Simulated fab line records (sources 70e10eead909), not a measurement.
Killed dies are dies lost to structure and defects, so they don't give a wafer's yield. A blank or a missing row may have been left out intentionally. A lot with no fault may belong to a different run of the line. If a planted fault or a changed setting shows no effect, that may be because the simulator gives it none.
fab line records	flow nand_harc
[record] lots = 14	wafers = 40	last_day = 31
route steps=1302 shown A_STAIRCASE@668
lots that met no fault: from a run of the same line without faults
start_h: start of the lot's first displayed wafer, in hours after the record's first day	wait_h: how many hours have passed since the lot's step before this one	" same as the row above	L1.1+2: a single row standing in for several wafers	- no value, or no start was given	* or withheld: withheld	< > ~ a bound
route shown NAME@n: NAME is a module with steps in the file, n the number in the route of the first one	usual: mean and standard deviation over wafers with no fault	same: alike in all rows	chamber/n: place in a boat	sites: each site's reading	_std_site: the values' standard deviation	_edge_site: inner sites' mean taken away from outer sites' mean	radius_mm: for every site, how far away it sits from the centre of the wafer	mask NAME#n: copy n	behind: the tool/chamber that last shaped the wafer	hold: reason for holding the lot/hours on hold/outcome of the hold	device: the n, p or np transistor that did not switch	end of line: the route-end tests of the same wafers	a step with no rows: only its recipe	killed: count of dies lost to structure and defects at first sort (not the wafer's yield)	map: per-die view of a wafer (x killed, . not killed, _ where there is no die)
set.NAME: the setting as run; set.NAME@STEP: as run at that earlier step	model.NAME: the simulator's own value behind a step, which no gauge read
the route's steps for a sample of lots (tables are steps, rows are wafers)
services: when a tool's chamber went out of use (start_h, in hours from the record's first day, below 0 if earlier), for how many hours, and the reason
[[steps]]
[step NHARC_A_STAIRCASE_TRIM_12]
[recipe] time_s = 211.2	o2_flow_sccm = 500	ar_flow_sccm = 0	bias_w = 0	chemistry = O2
[usual] drypump_motor_current_A = 5.8/0.42	oes_product_au = 0.999/0.0073	rf_vpp_V = 57.6/0.93	run_length_s = 232.2/0.4	showerhead_plenum_p_Torr = 3.46/0.16	throttle_valve_pct = 17.038/0.009
lot.wafer	tool	chamber	start_h	wait_h	drypump_motor_current_A	oes_product_au	rf_hours_counter_h	rf_vpp_V	run_length_s	showerhead_plenum_p_Torr	throttle_valve_pct
L594.4	rie_diel-05	0	382.61	0.1	5.4	1.008	44	58.5	232.3	3.29	17.037
L594.1	"	1	"	"	5.0	0.983	43	58.6	232.4	3.78	17.025
L594.3	"	3	"	"	6.4	1.007	44	58.1	232.3	3.31	17.042
L596.1	rie_diel-03	1	385.51	0.1	5.4	0.999	24	57.5	231.8	3.53	17.055
L596.2	"	2	"	"	6.1	1.001	23	57.3	232.2	3.37	17.040
L596.6	"	2	"	"	6.1	1.007	-	57.2	232.3	3.37	17.058
L597.1	rie_diel-03	1	391.18	0.1	5.4	0.994	26	59.6	232.4	3.53	17.042
L597.3	"	2	"	"	6.0	0.995	25	57.5	232.1	3.37	17.042
L597.4	"	3	"	"	5.5	1.001	29	58.5	232.7	3.52	17.049
L598.2	rie_diel-06	3	400.05	0.1	5.5	1.002	26	57.2	233.1	3.32	17.041
L598.3	"	0	"	"	5.8	0.999	25	56.6	232.0	3.42	17.027
L598.5	"	3	"	"	5.5	1.007	-	57.8	233.0	3.32	17.033
L599.3	rie_diel-03	0	402.68	0.1	5.8	0.987	36	56.5	232.0	3.43	17.028
L599.4	"	2	"	"	6.1	0.993	31	58.5	232.4	3.37	17.025
L599.6	"	3	"	"	5.5	0.984	-	57.8	232.5	3.52	17.060
L600.4	rie_diel-05	1	406.50	0.1	5.0	1.009	52	59.8	232.9	3.78	17.037
L600.6	"	2	"	"	6.4	0.993	-	58.2	231.6	3.30	17.034
L600.5	"	3	"	"	6.4	1.001	-	58.2	232.3	3.31	17.040
L601.2	rie_diel-05	2	420.23	0.1	6.4	0.996	2	58.0	231.4	3.30	17.029
L601.1	"	0	"	"	5.4	1.004	2	59.3	232.2	3.81	17.045
L601.5	"	3	"	"	6.4	1.004	-	58.3	232.4	3.31	17.029
L602.2	rie_diel-03	2	432.27	0.1	6.1	1.003	42	56.7	232.6	3.36	17.020
L602.3	"	0	"	"	5.8	0.997	47	57.8	232.4	3.43	17.033
L602.5	"	1	"	"	5.4	0.996	-	55.4	232.1	3.52	17.035
L603.3	rie_diel-03	3	453.82	0.1	5.6	0.988	47	56.9	232.6	3.51	17.053
L603.1	"	0	"	"	5.8	0.994	50	57.8	232.1	3.43	17.053
L603.5	"	1	"	"	5.4	0.993	-	57.8	232.0	3.52	17.051
L606.1	rie_diel-05	2	469.34	0.1	6.4	1.003	21	56.9	231.3	3.29	17.037
L606.5	"	0	"	"	5.4	1.017	-	57.6	232.0	3.80	17.049
L606.6	"	3	"	"	6.4	1.011	-	56.3	232.2	3.30	17.042
L608.2	rie_diel-03	3	499.06	0.1	5.6	1.013	14	56.6	232.8	3.50	17.042
L608.4	"	0	"	"	5.8	1.007	14	57.9	232.0	3.42	17.038
L608.1	"	2	"	"	6.0	0.985	11	56.9	232.6	3.35	17.033
L611.3	rie_diel-05	0	523.45	0.1	5.4	0.999	41	58.1	231.8	3.78	17.059
L611.5	"	3	"	"	6.4	0.995	-	57.2	232.2	3.29	17.039
L611.6	"	0	"	"	5.4	1.007	-	57.6	231.9	3.78	17.034
L610.2	rie_diel-03	2	523.89	0.1	6.1	0.994	15	56.5	232.3	3.35	17.041
L610.5	"	1	"	"	5.4	0.986	-	57.8	255.8	3.51	17.036
L612.2	rie_diel-03	2	544.03	0.1	6.1	0.986	22	58.5	232.4	3.35	17.038
L612.5	"	2	"	"	6.0	0.991	-	55.9	256.6	3.35	17.029
[step NHARC_A_STAIRCASE_ETCH_13]
[recipe] target_depth_a = 1000	time_s = 40.5	ion_energy_ev = 400	c4f8_flow_sccm = 20	o2_flow_sccm = 10	ar_flow_sccm = withheld	rf_w = 600	bias_w = 1000	chemistry = C4F8/O2
[usual] oes_product_au = 0.942/0.011	rf_vpp_V = 893/6
lot.wafer	tool	chamber	start_h	wait_h	oes_product_au	rf_hours_counter_h	rf_vpp_V
L594.4	rie_diel-05	0	-	-	0.949	44	887
L594.3	"	1	"	"	0.937	44	905
L594.1	"	2	"	"	0.970	40	888
L596.1	rie_diel-03	0	-	-	0.942	29	893
L596.2	"	1	"	"	0.932	24	897
L596.6	"	3	"	"	0.946	-	896
L597.4	rie_diel-03	0	-	-	0.927	31	892
L597.1	"	2	"	"	0.923	25	891
L597.3	"	3	"	"	0.924	29	896
L598.3	rie_diel-06	3	-	-	0.927	26	887
L598.2	"	1	"	"	0.939	22	892
L598.5	"	3	"	"	0.925	-	889
L599.3	rie_diel-03	1	-	-	0.944	32	896
L599.4	"	3	"	"	0.942	34	895
L599.6	"	1	"	"	0.948	-	896
L600.4	rie_diel-05	3	-	-	0.954	55	888
L600.6	"	2	"	"	0.944	-	887
L600.5	"	3	"	"	0.951	-	887
L601.2	rie_diel-05	0	-	-	0.954	2	907
L601.1	"	1	"	"	0.942	2	904
L601.5	"	0	"	"	0.936	-	905
L602.3	rie_diel-03	3	-	-	0.942	44	895
L602.2	"	2	"	"	0.956	42	889
L602.5	"	0	"	"	0.949	-	892
L603.1	rie_diel-03	0	-	-	0.934	50	892
L603.3	"	1	"	"	0.939	48	897
L603.5	"	0	"	"	0.941	-	893
L606.1	rie_diel-05	2	-	-	0.929	21	887
L606.5	"	3	"	"	0.926	-	888
L606.6	"	0	"	"	0.943	-	905
L608.1	rie_diel-03	0	-	-	0.940	15	890
L608.2	"	1	"	"	0.941	12	896
L608.4	"	2	"	"	0.945	11	890
L611.3	rie_diel-05	0	-	-	0.959	41	905
L611.6	"	3	"	"	0.952	-	888
L611.5	"	0	"	"	0.962	-	905
L610.2	rie_diel-03	1	-	-	0.935	16	894
L610.5	"	0	"	"	0.950	-	892
L612.2	rie_diel-03	0	-	-	0.939	24	894
L612.5	"	0	"	"	0.944	-	891
[step NHARC_A_STAIRCASE_ETCH_15]
[recipe] target_depth_a = 1000	time_s = 40.5	ion_energy_ev = 400	c4f8_flow_sccm = 20	o2_flow_sccm = 10	ar_flow_sccm = withheld	rf_w = 600	bias_w = 1000	chemistry = C4F8/O2
[usual] oes_product_au = 0.942/0.012	rf_vpp_V = 894/5.8
lot.wafer	tool	chamber	start_h	wait_h	oes_product_au	rf_hours_counter_h	rf_vpp_V
L594.3	rie_diel-05	1	-	-	0.961	44	903
L594.1	"	3	"	"	0.961	44	888
L594.4	"	0	"	"	0.969	44	887
L596.2	rie_diel-03	3	-	-	0.938	27	895
L596.1	"	0	"	"	0.953	29	893
L596.6	"	0	"	"	0.937	-	894
L597.3	rie_diel-03	2	-	-	0.935	26	889
L597.4	"	3	"	"	0.937	30	896
L597.1	"	1	"	"	0.932	27	896
L598.2	rie_diel-06	2	-	-	0.939	24	899
L598.3	"	1	"	"	0.938	22	891
L598.5	"	3	"	"	0.947	-	888
L599.3	rie_diel-03	2	-	-	0.943	31	889
L599.4	"	3	"	"	0.933	34	896
L599.6	"	1	"	"	0.939	-	896
L600.4	rie_diel-03	3	-	-	0.955	35	896
L600.6	"	2	"	"	0.949	-	890
L600.5	"	3	"	"	0.949	-	897
L601.1	rie_diel-05	2	-	-	0.943	3	887
L601.2	"	3	"	"	0.943	3	887
L601.5	"	2	"	"	0.937	-	888
L602.2	rie_diel-03	2	-	-	0.936	42	890
L602.3	"	3	"	"	0.931	44	894
L602.5	"	3	"	"	0.933	-	896
L603.1	rie_diel-03	3	-	-	0.940	47	895
L603.3	"	1	"	"	0.927	48	895
L603.5	"	3	"	"	0.939	-	896
L606.1	rie_diel-05	2	-	-	0.941	22	887
L606.6	"	2	"	"	0.944	-	888
L606.5	"	3	"	"	0.938	-	888
L608.2	rie_diel-03	1	-	-	0.940	12	895
L608.1	"	3	"	"	0.945	15	894
L608.4	"	0	"	"	0.961	15	891
L611.3	rie_diel-05	0	-	-	0.967	42	906
L611.5	"	3	"	"	0.963	-	886
L611.6	"	0	"	"	0.956	-	904
L610.2	rie_diel-03	3	-	-	0.957	19	896
L610.5	"	2	"	"	0.930	-	889
L612.2	rie_diel-03	1	-	-	0.921	23	896
L612.5	"	2	"	"	0.919	-	890
[step NHARC_A_STAIRCASE_ETCH_23]
[recipe] target_depth_a = 1000	time_s = 40.5	ion_energy_ev = 400	c4f8_flow_sccm = 20	o2_flow_sccm = 10	ar_flow_sccm = withheld	rf_w = 600	bias_w = 1000	chemistry = C4F8/O2
[usual] oes_product_au = 0.947/0.012	rf_vpp_V = 894/7
lot.wafer	tool	chamber	start_h	wait_h	oes_product_au	rf_hours_counter_h	rf_vpp_V
L594.1	rie_diel-05	0	-	-	0.949	45	886
L594.4	"	1	"	"	0.941	44	905
L594.3	"	2	"	"	0.950	41	888
L596.1	rie_diel-05	0	-	-	0.944	45	888
L596.2	"	3	"	"	0.942	45	888
L596.6	"	0	"	"	0.942	-	888
L597.1	rie_diel-06	2	-	-	0.943	21	898
L597.3	"	3	"	"	0.965	22	887
L597.4	"	1	"	"	0.938	19	892
L598.2	rie_diel-06	3	-	-	0.952	27	890
L598.3	"	1	"	"	0.931	23	892
L598.5	"	2	"	"	0.939	-	898
L599.3	rie_diel-06	2	-	-	0.950	26	899
L599.4	"	0	"	"	0.952	27	893
L599.6	"	2	"	"	0.943	-	900
L600.4	rie_diel-06	1	-	-	0.957	26	892
L600.5	"	2	"	"	0.955	-	900
L600.6	"	3	"	"	0.952	-	889
L601.2	rie_diel-05	1	-	-	0.964	2	905
L601.1	"	3	"	"	0.943	3	889
L601.5	"	0	"	"	0.945	-	906
L602.2	rie_diel-03	3	-	-	0.948	44	895
L602.3	"	1	"	"	0.956	45	897
L602.5	"	0	"	"	0.942	-	894
L603.3	rie_diel-05	2	-	-	0.967	13	886
L603.1	"	3	"	"	0.954	11	888
L603.5	"	1	"	"	0.966	-	904
L606.1	rie_diel-05	0	-	-	0.949	19	905
L606.6	"	3	"	"	0.951	-	888
L606.5	"	2	"	"	0.953	-	889
L608.4	rie_diel-05	2	-	-	0.955	36	886
L608.2	"	3	"	"	0.969	34	888
L608.1	"	1	"	"	0.953	25	905
L611.3	rie_diel-03	3	-	-	0.936	19	893
L611.5	"	0	"	"	0.953	-	893
L611.6	"	1	"	"	0.939	-	895
L610.2	rie_diel-05	1	-	-	0.949	32	904
L610.5	"	1	"	"	0.946	-	905
L612.2	rie_diel-05	2	-	-	0.953	57	885
L612.5	"	0	"	"	0.995	-	905
[[services]]
tool	chamber	start_h	hours	kind
rie_diel-03	3	359.65	8.8	repair
rie_diel-03	0	363.90	-	clean
rie_diel-03	1	363.90	-	clean
rie_diel-03	2	363.90	-	clean
rie_diel-06	-	364.08	3.8	repair
rie_diel-06	1	377.40	2.7	repair
rie_diel-03	0	388.40	-	clean
rie_diel-03	1	388.40	-	clean
rie_diel-03	2	388.40	-	clean
rie_diel-03	3	388.40	-	clean
rie_diel-05	-	406.68	9.0	pm
rie_diel-03	0	412.90	-	clean
rie_diel-03	1	412.90	-	clean
rie_diel-03	2	412.90	-	clean
rie_diel-03	3	412.90	-	clean
rie_diel-05	3	422.64	4.2	repair
rie_diel-03	0	437.41	-	clean
rie_diel-03	-	458.40	9.0	pm
rie_diel-06	1	464.95	9.0	repair
rie_diel-06	-	484.27	9.0	pm
rie_diel-03	2	507.49	8.3	repair
rie_diel-03	3	511.72	7.1	repair
rie_diel-06	0	512.20	5.7	repair
rie_diel-06	-	545.51	0.6	repair
[[key]]
[first_sign] step = NHARC_A_STAIRCASE_TRIM_12	reading = run_length_s	direction = up	sigmas = 60	usual = *	struck = *
effect none on later readings
met_at NHARC_A_STAIRCASE_TRIM_12
struck_lots L610,L612
struck_wafers L610.5,L612.5
sort_left_out L610.5,L612.5
tester_left_out L610,L612
not_acting_at NHARC_A_STAIRCASE_ETCH_13,NHARC_A_STAIRCASE_ETCH_15,NHARC_A_STAIRCASE_ETCH_23
onset_between 499.06 523.89
[fault] kind = process_parameter_drift	tool = rie_diel-03	chamber = -	onset_h = 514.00	steps = NHARC_A_STAIRCASE_TRIM_12	channel = time_s	offset = *	shape = step	end_h = 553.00	scope = struck_wafers_only	acts_in = *	stated = *
// tester_left_out: of these lots the tester's yield and bins aren't shown, on N5 and GAA mostly nor the transistor test; their killed dies are dies lost to structure and defects alone, not to doping, threshold or leakage, so they don't give the yield
// sort_left_out: the simulated sort isn't trusted on such a fault, so these wafers' sort isn't shown, and their yield isn't known
